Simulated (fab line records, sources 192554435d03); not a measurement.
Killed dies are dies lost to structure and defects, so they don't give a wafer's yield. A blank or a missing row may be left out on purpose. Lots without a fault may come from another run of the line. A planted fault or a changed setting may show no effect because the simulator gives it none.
fab line records | flow n5_finfet
record lots=7 wafers=21
route steps=1938 shown HKMG_FIN@395 MOL_CONTACT_COAG@531 BEOL_M0_SAQP@636
start_h: hours from the record's first day to the start of the lot's first wafer shown | wait_h: hours since the lot's step before | " the same as in the row above | L1.1+2: a row that stands for several wafers | - no value, or no start given | * or withheld: withheld | < > ~ a bound
route shown NAME@n: a module of which the file shows steps, and the number in the route of the first | usual: mean/standard deviation of fault-free wafers | same: alike in all rows | chamber/n: place in a boat | sites: the reading at each site | _std_site: their standard deviation | _edge_site: outer sites' mean less inner sites' | radius_mm: how far each site lies from the wafer's centre | mask NAME#n: copy n | behind: the tool/chamber that last shaped the wafer | hold: why the lot was held/for how many hours/how that ended | device: the transistor (n, p or np) that didn't switch | end of line: the same wafers' tests at the end of the route | a step without rows: its recipe alone | killed: dies lost to structure and defects at the first sort, not the wafer's yield | map: a wafer's dies, x killed, . not, _ none there
set.NAME: the setting as run; set.NAME@STEP: as run at that earlier step | model.NAME: the simulator's own value behind a step, which no gauge read
lots whose settings were changed on purpose; a table a step, a row a wafer
## steps
# step N5_HKMG_FIN_EXPOSE_46
# recipe mask_id=NDIPOLE na=1.35 source_shape=conventional sigma_outer=0.8 polarization=unpolarized dose_mj=40
# columns lot.wafer tool chamber start_h wait_h mask set.dose_mj
L078.1+3 arfi_scanner-01 0 97.44 - NDIPOLE#0 40
L078.5 " 0 " " NDIPOLE#0 37.17
L079.2+6 arfi_scanner-01 0 104.27 - NDIPOLE#0 41.18
L079.5 " 0 " " NDIPOLE#0 40
L081.3+4+6 arfi_scanner-02 0 111.97 - NDIPOLE#0 40
L083.1+2+4 arfi_scanner-01 0 125.48 - NDIPOLE#0 40
L086.2+4+6 arfi_scanner-03 0 150.24 - NDIPOLE#0 40
L089.2+4+5 arfi_scanner-03 0 160.00 - NDIPOLE#0 40
L091.1+2+4 arfi_scanner-03 0 173.74 - NDIPOLE#0 38.67
# step N5_HKMG_FIN_PEB_47
# recipe peb_temp_c=withheld peb_time_s=60 resist=CAR-ArF
# step N5_HKMG_FIN_DEVELOP_48
# recipe develop_time_s=30 developer=TMAH resist=CAR-ArF rinse_liquid=diw dry=air_spin dev_temp_c=23
# step N5_HKMG_FIN_DESCUM_53
# recipe chemistry=O2 time_s=7.9 source_power_w=50 bias_power_w=20 pressure_mtorr=20 rf_frequency_hz=2.712e+07 temp_c=40 resist=CAR-ArF o2_flow_sccm=225
# step N5_HKMG_FIN_ETCH_54
# recipe chemistry=CF4 target=SiARC target_depth_a=455 mask_material=CAR-ArF time_s=75.8 ion_energy_ev=80 pressure_mtorr=40 source_w=545 bias_w=36 Ar_flow_sccm=100 cf4_flow_sccm=100 ends=cleared
# columns lot.wafer tool chamber start_h wait_h set.dose_mj@HKMG_FIN_EXPOSE_46 model.HKMG_FIN.cd_offset_nm
L078.1 rie_diel-03 2 97.72 0.0 40 0.2
L078.3 " 1 " " 40 -1.2
L078.5 " 0 " " 37.17 -5.6
L079.2+6 rie_diel-03 1,2 104.51 0.0 41.18 1.2
L079.5 " 1 " " 40 0
L081.3 rie_diel-03 3 112.21 0.0 40 -0.4
L081.4 " 0 " " 40 0.8
L081.6 " 0 " " 40 -0.2
L083.1 rie_diel-01 1 125.73 0.0 40 -0.2
L083.2 " 3 " " 40 0.2
L083.4 " 1 " " 40 -0.4
L086.2 rie_diel-01 3 150.49 0.0 40 -0.2
L086.4 " 2 " " 40 -1.2
L086.6 " 3 " " 40 -0.4
L089.2 rie_diel-01 1 160.25 0.0 40 -0.2
L089.4 " 3 " " 40 -0.8
L089.5 " 0 " " 40 -1.8
L091.1 rie_diel-03 2 173.98 0.0 38.67 -2
L091.2 " 1 " " 38.67 -0.6
L091.4 " 0 " " 38.67 -1.8
# step N5_HKMG_FIN_ETCH_55
# recipe chemistry=N2/H2 target=SOC target_depth_a=2400 temp_c=40 time_s=300 ion_energy_ev=200 mask_material=SiARC pressure_mtorr=30 source_w=840 bias_w=150 n2_flow_sccm=200 h2_flow_sccm=200
# columns lot.wafer tool chamber start_h wait_h set.dose_mj@HKMG_FIN_EXPOSE_46 model.HKMG_FIN.cd_offset_nm
L078.1 rie_diel-03 2 97.78 0.0 40 0.6
L078.3 " 1 " " 40 -1.2
L078.5 " 0 " " 37.17 -5.6
L079.2 rie_diel-03 1 104.57 0.0 41.18 0.6
L079.5 " 1 " " 40 -0.4
L079.6 " 2 " " 41.18 1.4
L081.3 rie_diel-03 3 112.26 0.0 40 -0.4
L081.4 " 0 " " 40 0.4
L081.6 " 0 " " 40 -0.6
L083.1 rie_diel-01 1 125.79 0.0 40 0
L083.2 " 3 " " 40 0.2
L083.4 " 1 " " 40 -0.6
L086.2 rie_diel-01 3 150.54 0.0 40 0.2
L086.4 " 2 " " 40 -1.4
L086.6 " 3 " " 40 -0.2
L089.2 rie_diel-01 1 160.31 0.0 40 -0.6
L089.4 " 3 " " 40 -0.4
L089.5 " 0 " " 40 -2
L091.1 rie_diel-03 2 174.04 0.0 38.67 -1.4
L091.2 " 1 " " 38.67 -0.8
L091.4 " 0 " " 38.67 -2
# step N5_HKMG_FIN_ETCH_58
# recipe chemistry=N2/H2 target=SOC target_depth_a=2158 ion_energy_ev=50 bias_w=13 time_s=741 pressure_mtorr=30 source_w=875 n2_flow_sccm=200 h2_flow_sccm=200
# usual rf_vpp_V=99.3/0.98
# columns lot.wafer tool chamber start_h wait_h set.source_w rf_vpp_V model.SOC_of_HKMG_FIN_COAT_41.thk_nm model.etch.depth_nm model.HKMG_FIN.feature_depth_nm
L078.1 rie_diel-03 2 97.99 0.0 722.7 108.4 108.4 190.7 190.6
L078.3 " 1 " " 722.7 107.8 108 192 192
L078.5 " 0 " " 875 99.0 84.6 216.3 216.4
L079.2 rie_diel-03 1 104.78 0.0 955.9 97.4 59 241.4 241.4
L079.5 " 1 " " 875 100.4 76 223.4 223.4
L079.6 " 2 " " 875 97.6 76.8 223.1 223
L081.3 rie_diel-03 3 112.47 0.0 875 97.1 78 222.9 223
L081.4 " 0 " " 964.8 96.2 69.2 231.2 231.2
L081.6 " 0 " " 875 100.1 87.6 212.3 212.2
L083.1 rie_diel-01 1 126.00 0.0 785.8 101.5 103.2 196.7 196.6
L083.2 " 3 " " 875 99.4 81.8 218.1 218.2
L083.4 " 1 " " 785.8 102.2 101.8 198.4 198.4
L086.2 rie_diel-01 3 150.75 0.0 722.2 106.9 116.2 183.4 183.4
L086.4 " 2 " " 722.2 105.6 109.4 190.5 190.4
L086.6 " 3 " " 875 99.8 84.8 216.2 216.2
L089.2 rie_diel-01 1 160.52 0.0 875 98.4 83.2 215.8 215.8
L089.4 " 3 " " 875 100.4 81.2 218.8 218.8
L089.5 " 0 " " 875 99.4 87.6 211.6 211.6
L091.1 rie_diel-03 2 174.25 0.0 875 100.4 78 221.6 221.6
L091.2 " 1 " " 958.2 97.8 58.8 240.8 240.8
L091.4 " 0 " " 958.2 95.7 69.4 229.6 229.6
# step N5_HKMG_FIN_STRIP_93
# recipe chemistry=N2/H2 material=SOC time_s=20 power_w=500 temp_c=40 pressure_mtorr=50 rf_frequency_hz=6e+07 bias_power_w=8 h2_frac=0.5 n2_flow_sccm=300 h2_flow_sccm=300
# columns lot.wafer tool chamber start_h wait_h set.source_w@HKMG_FIN_ETCH_58 model.SOC_of_HKMG_FIN_COAT_41.thk_nm
L078.1 rie_diel-03 2 98.41 0.2 722.7 97.8
L078.3 " 1 " " 722.7 97.4
L078.5 " 0 " " 875 74.6
L079.2 rie_diel-03 1 105.21 0.2 955.9 48.4
L079.5 " 1 " " 875 65.4
L079.6 " 2 " " 875 66
L081.3 rie_diel-03 3 112.90 0.2 875 67.4
L081.4 " 0 " " 964.8 59
L081.6 " 0 " " 875 77.6
L083.1 rie_diel-01 1 126.42 0.2 785.8 92.8
L083.2 " 3 " " 875 71.6
L083.4 " 1 " " 785.8 91.4
L086.2 rie_diel-01 3 151.18 0.2 722.2 106
L086.4 " 2 " " 722.2 98.8
L086.6 " 3 " " 875 74.6
L089.2 rie_diel-01 1 160.95 0.2 875 72.8
L089.4 " 3 " " 875 70.8
L089.5 " 0 " " 875 77.4
L091.1 rie_diel-03 2 174.68 0.2 875 67.6
L091.2 " 1 " " 958.2 48.2
L091.4 " 0 " " 958.2 59.4
# step N5_HKMG_FIN_EXPOSE_09
# recipe mask_id=NWFM na=1.35 source_shape=conventional sigma_outer=0.8 polarization=unpolarized dose_mj=39.25
# columns lot.wafer tool chamber start_h wait_h mask set.dose_mj
L078.1+3+5 arfi_scanner-03 0 100.84 - NWFM#0 39.25
L079.2 arfi_scanner-02 0 107.82 - NWFM#0 39.25
L079.5+6 " 0 " " NWFM#0 41.05
L081.3+4 arfi_scanner-01 0 115.57 - NWFM#0 39.25
L081.6 " 0 " " NWFM#0 41.67
L083.1 arfi_scanner-02 0 128.91 - NWFM#0 39.25
L083.2+4 " 0 " " NWFM#0 38.24
L086.2+4 arfi_scanner-01 0 153.76 - NWFM#0 40.18
L086.6 " 0 " " NWFM#0 39.25
L089.2+4+5 arfi_scanner-01 0 163.48 - NWFM#0 39.25
L091.1+4 arfi_scanner-03 0 177.37 - NWFM#0 38
L091.2 " 0 " " NWFM#0 39.25
# step N5_HKMG_FIN_PEB_10
# recipe peb_temp_c=withheld peb_time_s=60 resist=CAR-ArF
# step N5_HKMG_FIN_DEVELOP_11
# recipe develop_time_s=30 developer=TMAH resist=CAR-ArF dev_temp_c=23 rinse_liquid=diw dry=air_spin
# step N5_HKMG_FIN_CD_MEAS_12
# recipe target_cd_nm=92.8 landing_energy_ev=500 detector=se_inlens
# usual cd_nm=92.8/0.51
# columns lot.wafer tool chamber start_h wait_h set.dose_mj@HKMG_FIN_EXPOSE_09 cd_nm
L078.1 cd_sem-03 0 100.96 - 39.25 93.1
L078.3 " 0 " " 39.25 92.3
L078.5 " 0 " " 39.25 92.5
L079.2 cd_sem-01 0 107.94 - 39.25 92.8
L079.5 " 0 " " 41.05 95.5
L079.6 " 0 " " 41.05 95.5
L081.3 cd_sem-01 0 115.69 - 39.25 92.4
L081.4 " 0 " " 39.25 91.7
L081.6 " 0 " " 41.67 96.2
L083.1 cd_sem-01 0 129.03 - 39.25 92.6
L083.2 " 0 " " 38.24 91.6
L083.4 " 0 " " 38.24 91.0
L086.2 cd_sem-01 0 153.88 - 40.18 94.5
L086.4 " 0 " " 40.18 94.1
L086.6 " 0 " " 39.25 93.1
L089.2 cd_sem-03 0 163.60 - 39.25 93.0
L089.4 " 0 " " 39.25 93.3
L089.5 " 0 " " 39.25 92.7
L091.1 cd_sem-02 0 177.49 - 38 90.4
L091.2 " 0 " " 39.25 92.3
L091.4 " 0 " " 38 90.7
# step N5_HKMG_FIN_ETCH_35
# recipe chemistry=N2/H2 target=SOC target_depth_a=2158 ion_energy_ev=65 bias_w=5 source_w=3000 time_s=243.4 pressure_mtorr=30 n2_flow_sccm=200 h2_flow_sccm=200
# columns lot.wafer tool chamber start_h wait_h set.time_s model.etch.depth_nm model.HKMG_FIN.feature_depth_nm model.SOC_of_HKMG_FIN_COAT_29.thk_nm
L078.1 rie_diel-03 2 101.35 0.0 243.4 221 221 78.4
L078.3 " 1 " " 267.3 245.8 245.8 54
L078.5 " 2 " " 267.3 243.4 243.4 56.8
L079.2 rie_diel-06 2 108.46 0.0 203.7 180.6 180.6 119.2
L079.5 " 2 " " 203.7 180.3 180.2 120.4
L079.6 " 1 " " 243.4 220.7 220.6 79.4
L081.3 rie_diel-03 1 116.07 0.0 243.4 221.6 221.6 78.4
L081.4 " 2 " " 260.5 235.9 236 62.8
L081.6 " 3 " " 260.5 238.4 238.4 62.4
L083.1 rie_diel-01 3 129.42 0.0 243.4 219 219 80.6
L083.2 " 1 " " 243.4 215.7 215.6 84.2
L083.4 " 1 " " 280.7 250.7 250.8 49
L086.2 rie_diel-06 2 154.28 0.0 243.4 211.8 211.8 89.2
L086.4 " 0 " " 243.4 216 216 84.8
L086.6 " 1 " " 243.4 218.4 218.4 82.6
L089.2 rie_diel-03 0 164.05 0.0 243.4 213.4 213.4 86.4
L089.4 " 1 " " 243.4 222.1 222.2 77
L089.5 " 1 " " 243.4 220.7 220.8 79.2
L091.1 rie_diel-03 2 177.95 0.0 271.8 250.3 250.2 50
L091.2 " 1 " " 243.4 224 224 76.2
L091.4 " 0 " " 243.4 213.4 213.4 86.2
# step N5_MOL_CONTACT_COAG_ETCH_105
# recipe chemistry=CF4 target=SiARC target_depth_a=156 mask_material=CAR-EUV time_s=26 ion_energy_ev=80 pressure_mtorr=40 source_w=545 bias_w=36 Ar_flow_sccm=100 cf4_flow_sccm=100 ends=cleared
# usual etch_rf_on_time_s=25.7/0.63 rf_vpp_V=184.4/1.2
# columns lot.wafer tool chamber start_h wait_h set.bias_w etch_rf_on_time_s rf_vpp_V
L078.1 rie_diel-03 0 113.24 0.0 36 26.3 183.8
L078.3 " 1 " " 36 24.9 185.4
L078.5 " 2 " " 36 25.2 185.4
L079.2 rie_diel-03 1 120.49 0.0 36 24.9 185.9
L079.5 " 1 " " 36 25.2 184.6
L079.6 " 2 " " 36 25.4 182.4
L081.3 rie_diel-03 3 128.30 0.0 41.73 24.3 200.5
L081.4 " 2 " " 41.73 24.2 202.2
L081.6 " 3 " " 41.73 24.0 201.3
L083.1 rie_diel-03 3 141.56 0.0 36 25.1 183.0
L083.2 " 2 " " 36 24.8 184.2
L083.4 " 3 " " 30.69 26.3 164.2
L086.2 rie_diel-03 1 166.28 0.0 36 25.0 185.0
L086.4 " 3 " " 30 26.9 164.2
L086.6 " 0 " " 30 27.7 162.9
L089.2 rie_diel-03 3 175.89 0.0 36 25.5 183.4
L089.4 " 1 " " 36 25.1 185.0
L089.5 " 1 " " 36 25.1 184.3
L091.1 rie_diel-06 3 190.29 0.0 36 26.5 186.9
L091.2 " 2 " " 40.98 25.1 199.6
L091.4 " 0 " " 36 26.2 183.8
# step N5_MOL_CONTACT_COAG_COAT_64
# recipe resist=underlayer temp_c=205 time_s=60 spin_rpm=1500 resist_thk_nm=10
# columns lot.wafer tool chamber start_h wait_h set.spin_rpm model.underlayer_of_MOL_CONTACT_COAG_COAT_64.thk_nm
L078.1 litho_track-01 0 - - 1500 10.2
L078.3 " 0 " " 1575 9.8
L078.5 " 0 " " 1500 10
L079.2+5 litho_track-01 0 - - 1500 10
L079.6 " 0 " " 1382 10.4
L081.3 litho_track-02 0 - - 1551 9.8
L081.4+6 " 0 " " 1500 10
L083.1+2+4 litho_track-01 0 - - 1500 10
L086.2+4 litho_track-01 0 - - 1653 9.6
L086.6 " 0 " " 1500 10
L089.2+4+5 litho_track-01 0 - - 1500 10
L091.1+2+4 litho_track-02 0 - - 1500 10
# step N5_MOL_CONTACT_COAG_EXPOSE_37
# recipe mask_id=VD na=0.33 source_shape=annular sigma_inner=0.3 sigma_outer=0.7 polarization=unpolarized defocus_nm=0 dose_mj=62
# columns lot.wafer tool chamber start_h wait_h mask set.dose_mj
L078.1 euv_scanner-01 0 125.53 - VD#0 62
L078.3+5 " 0 " " VD#0 64.84
L079.2+5+6 euv_scanner-01 0 129.79 - VD#0 62
L081.3+4+6 euv_scanner-01 0 141.13 - VD#0 62
L083.1 euv_scanner-01 0 156.98 - VD#0 62
L083.2+4 " 0 " " VD#0 64.21
L086.2+6 euv_scanner-02 0 178.36 - VD#0 62
L086.4 " 0 " " VD#0 60.79
L089.2+4+5 euv_scanner-02 0 194.06 - VD#0 62
L091.1+2 euv_scanner-02 0 199.87 - VD#0 60.59
L091.4 " 0 " " VD#0 62
# step N5_MOL_CONTACT_COAG_PEB_38
# recipe peb_temp_c=100 peb_time_s=60 resist=CAR-EUV
# step N5_MOL_CONTACT_COAG_DEVELOP_39
# recipe develop_time_s=30 developer=TMAH resist=CAR-EUV rinse_liquid=surfactant_rinse dry=air_spin dev_temp_c=23
# step N5_MOL_CONTACT_COAG_DESCUM_45
# recipe chemistry=O2 time_s=7 source_power_w=50 bias_power_w=20 pressure_mtorr=20 rf_frequency_hz=2.712e+07 temp_c=40 resist=CAR-EUV o2_flow_sccm=225
# step N5_MOL_CONTACT_COAG_ETCH_65
# recipe chemistry=N2/H2 target=underlayer target_depth_a=130 mask_material=CAR-EUV time_s=10.4 ion_energy_ev=200 pressure_mtorr=30 source_w=840 bias_w=150 n2_flow_sccm=200 h2_flow_sccm=200 ends=cleared
# columns lot.wafer tool chamber start_h wait_h set.spin_rpm@MOL_CONTACT_COAG_COAT_64 model.etch.depth_nm model.CAR-EUV_of_MOL_CONTACT_COAG_COAT_34.thk_nm
L078.1 rie_diel-03 3 125.97 0.0 1500 10.1 24.6
L078.3 " 2 " " 1575 9.851 24.8
L078.5 " 3 " " 1500 10.07 24.6
L079.2 rie_diel-03 1 130.08 0.0 1500 10 24.6
L079.5 " 3 " " 1500 10.01 24.6
L079.6 " 2 " " 1382 10.43 24
L081.3 rie_diel-06 1 141.42 0.0 1551 9.861 24.8
L081.4 " 2 " " 1500 10.01 24.4
L081.6 " 1 " " 1500 10.01 24.6
L083.1 rie_diel-01 3 157.29 0.0 1500 10.01 24.8
L083.2 " 1 " " 1500 9.993 24.6
L083.4 " 2 " " 1500 9.998 24.8
L086.2 rie_diel-03 0 179.18 0.0 1653 9.563 25.4
L086.4 " 2 " " 1653 9.555 25.2
L086.6 " 1 " " 1500 10.06 24.8
L089.2 rie_diel-03 1 194.65 0.0 1500 9.984 24.8
L089.4 " 3 " " 1500 9.985 24.8
L089.5 " 2 " " 1500 9.985 24.6
L091.1 rie_diel-03 3 200.19 0.0 1500 9.963 24.8
L091.2 " 2 " " 1500 9.996 24.6
L091.4 " 0 " " 1500 9.951 24.8
# step N5_MOL_CONTACT_COAG_ETCH_66
# recipe chemistry=CF4 target=SiARC target_depth_a=130 mask_material=CAR-EUV time_s=21.7 ion_energy_ev=80 pressure_mtorr=40 source_w=545 bias_w=36 Ar_flow_sccm=100 cf4_flow_sccm=100 ends=cleared
# columns lot.wafer tool chamber start_h wait_h set.spin_rpm@MOL_CONTACT_COAG_COAT_64 model.CAR-EUV_of_MOL_CONTACT_COAG_COAT_34.thk_nm
L078.1+5 rie_diel-03 3 125.99 0.0 1500 17
L078.3 " 2 " " 1575 17.2
L079.2+5 rie_diel-03 1,3 130.10 0.0 1500 17
L079.6 " 2 " " 1382 16.4
L081.3 rie_diel-06 1 141.44 0.0 1551 17
L081.4 " 2 " " 1500 16.6
L081.6 " 1 " " 1500 17
L083.1+2 rie_diel-01 3,1 157.31 0.0 1500 17
L083.4 " 2 " " 1500 17.2
L086.2+4 rie_diel-03 0,2 179.20 0.0 1653 17.6
L086.6 " 1 " " 1500 17
L089.2+4 rie_diel-03 1,3 194.67 0.0 1500 17
L089.5 " 2 " " 1500 16.8
L091.1+2 rie_diel-03 3,2 200.21 0.0 1500 17
L091.4 " 0 " " 1500 17.2
# step N5_BEOL_M0_SAQP_PECVD_96
# recipe material=a-Si target_thk_a=450 temp_c=350 precursor=SiH4/He pressure_torr=3 rf_w=100 time_s=45.2
# columns lot.wafer tool chamber start_h wait_h set.time_s model.a-Si_of_BEOL_M0_SAQP_PECVD_96.thk_nm
L078.1 pecvd-04 1 132.31 0.0 45.2 43.8
L078.3 " 2 " " 45.2 45.2
L078.5 " 2 " " 47.39 47.6
L079.2 pecvd-04 0 136.51 0.0 45.2 44.6
L079.5 " 2 " " 39.79 40.2
L079.6 " 0 " " 45.2 45.4
L081.3 pecvd-02 0 147.93 0.0 43.26 42.4
L081.4 " 2 " " 43.26 42.6
L081.6 " 0 " " 45.2 45
L083.1 pecvd-02 2 164.08 0.0 48.78 48.6
L083.2 " 1 " " 45.2 44.4
L083.4 " 0 " " 48.78 48.4
L086.2 pecvd-02 1 186.81 0.0 45.2 45
L086.4+6 " 0,2 " " 38.94 39.2
L089.2 pecvd-04 2 199.99 0.0 45.2 45.4
L089.4+5 " 2,0 " " 45.2 45.8
L091.1 pecvd-03 0 206.71 0.0 45.2 44.4
L091.2 " 1 " " 42.31 42.8
L091.4 " 1 " " 42.31 43.4
# step N5_BEOL_M0_SAQP_PECVD_97
# recipe material=SiNx target_thk_a=230 temp_c=350 precursor=SiH4/NH3/N2 pressure_torr=1.5 rf_w=300 time_s=19.9
# step N5_BEOL_M0_SAQP_PECVD_04
# recipe material=a-Si target_thk_a=600 temp_c=350 precursor=SiH4/He pressure_torr=3 rf_w=100 time_s=60.2
# step N5_BEOL_M0_SAQP_ETCH_101
# recipe chemistry=CH3F/O2 target=SiNx mask_material=SiO2 target_depth_a=299 time_s=42.7 pressure_mtorr=30 source_w=395 bias_w=73 Ar_flow_sccm=150 CH3F_flow_sccm=30 O2_flow_sccm=20 ion_energy_ev=120
# step N5_BEOL_M0_SAQP_ETCH_102
# recipe chemistry=CF4 target=SiO2 target_depth_a=40 ion_energy_ev=350 time_s=4.4 pressure_mtorr=10 icp_w=800 bias_w=400 cf4_flow_sccm=80
# step N5_BEOL_M0_SAQP_MANDREL_ETCH_103
# recipe chemistry=HBr/Cl2 target=a-Si target_depth_a=450 bt_time_s=10 stop_on=SiCN mask_material=SiO2 over_etch_frac=0.8 time_s=27 pressure_mtorr=10 icp_w=800 bias_w=75 HBr_flow_sccm=150 Cl2_flow_sccm=80 ends=end_point
# columns lot.wafer tool chamber start_h wait_h set.time_s@BEOL_M0_SAQP_PECVD_96 model.etch.depth_nm
L078.1 rie_si-05 2 134.84 0.0 45.2 43.71
L078.3 " 3 " " 45.2 45.23
L078.5 " 2 " " 47.39 47.7
L079.2 rie_si-02 2 139.17 0.0 45.2 44.63
L079.5 " 3 " " 39.79 40.21
L079.6 " 2 " " 45.2 45.31
L081.3 rie_si-02 3 150.50 0.0 43.26 42.46
L081.4 " 1 " " 43.26 42.63
L081.6 " 0 " " 45.2 44.94
L083.1 rie_si-05 2 166.57 0.0 48.78 48.62
L083.2 " 0 " " 45.2 44.49
L083.4 " 1 " " 48.78 48.34
L086.2 rie_si-03 0 193.32 0.0 45.2 44.92
L086.4 " 3 " " 38.94 39.19
L086.6 " 1 " " 38.94 39.23
L089.2 rie_si-02 1 202.62 0.0 45.2 45.48
L089.4 " 0 " " 45.2 45.74
L089.5 " 2 " " 45.2 45.87
L091.1 rie_si-02 0 210.21 0.0 45.2 44.32
L091.2 " 2 " " 42.31 42.84
L091.4 " 3 " " 42.31 43.41
## key
split step=N5_HKMG_FIN_EXPOSE_46 setting=dose_mj stated=40 by=wafer
response step=N5_HKMG_FIN_ETCH_54 reading=model.HKMG_FIN.cd_offset_nm change=+0.674 per=1% r=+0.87
response step=N5_HKMG_FIN_ETCH_55 reading=model.HKMG_FIN.cd_offset_nm change=+0.708 per=1% r=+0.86
split step=N5_HKMG_FIN_ETCH_58 setting=source_w stated=875 by=wafer
response step=N5_HKMG_FIN_ETCH_58 reading=rf_vpp_V change=-0.372 per=1% r=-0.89
response step=N5_HKMG_FIN_ETCH_58 reading=model.SOC_of_HKMG_FIN_COAT_41.thk_nm change=-1.55 per=1% r=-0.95
response step=N5_HKMG_FIN_ETCH_58 reading=model.etch.depth_nm change=+1.6 per=1% r=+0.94
response step=N5_HKMG_FIN_ETCH_58 reading=model.HKMG_FIN.feature_depth_nm change=+1.61 per=1% r=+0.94
response step=N5_HKMG_FIN_STRIP_93 reading=model.SOC_of_HKMG_FIN_COAT_41.thk_nm change=-1.54 per=1% r=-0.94
split step=N5_HKMG_FIN_EXPOSE_09 setting=dose_mj stated=39.25 by=wafer
response step=N5_HKMG_FIN_CD_MEAS_12 reading=cd_nm change=+0.612 per=1% r=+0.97
split step=N5_HKMG_FIN_ETCH_35 setting=time_s stated=243.4 by=wafer
response step=N5_HKMG_FIN_ETCH_35 reading=model.etch.depth_nm change=+2.4 per=1% r=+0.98
response step=N5_HKMG_FIN_ETCH_35 reading=model.HKMG_FIN.feature_depth_nm change=+2.4 per=1% r=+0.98
response step=N5_HKMG_FIN_ETCH_35 reading=model.SOC_of_HKMG_FIN_COAT_29.thk_nm change=-2.39 per=1% r=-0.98
split step=N5_MOL_CONTACT_COAG_ETCH_105 setting=bias_w stated=36 by=wafer
response step=N5_MOL_CONTACT_COAG_ETCH_105 reading=etch_rf_on_time_s change=* per=1% r=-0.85
response step=N5_MOL_CONTACT_COAG_ETCH_105 reading=rf_vpp_V change=+1.22 per=1% r=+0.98
split step=N5_MOL_CONTACT_COAG_COAT_64 setting=spin_rpm stated=1500 by=wafer
response step=N5_MOL_CONTACT_COAG_COAT_64 reading=model.underlayer_of_MOL_CONTACT_COAG_COAT_64.thk_nm change=-0.0465 per=1% r=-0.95
response step=N5_MOL_CONTACT_COAG_ETCH_65 reading=model.etch.depth_nm change=-0.0501 per=1% r=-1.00
response step=N5_MOL_CONTACT_COAG_ETCH_65 reading=model.CAR-EUV_of_MOL_CONTACT_COAG_COAT_34.thk_nm change=+0.0585 per=1% r=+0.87
response step=N5_MOL_CONTACT_COAG_ETCH_66 reading=model.CAR-EUV_of_MOL_CONTACT_COAG_COAT_34.thk_nm change=+0.0618 per=1% r=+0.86
split step=N5_MOL_CONTACT_COAG_EXPOSE_37 setting=dose_mj stated=62 by=wafer
response none clear
split step=N5_BEOL_M0_SAQP_PECVD_96 setting=time_s stated=45.2 by=wafer
response step=N5_BEOL_M0_SAQP_PECVD_96 reading=model.a-Si_of_BEOL_M0_SAQP_PECVD_96.thk_nm change=+0.425 per=1% r=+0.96
response step=N5_BEOL_M0_SAQP_MANDREL_ETCH_103 reading=model.etch.depth_nm change=+0.419 per=1% r=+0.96
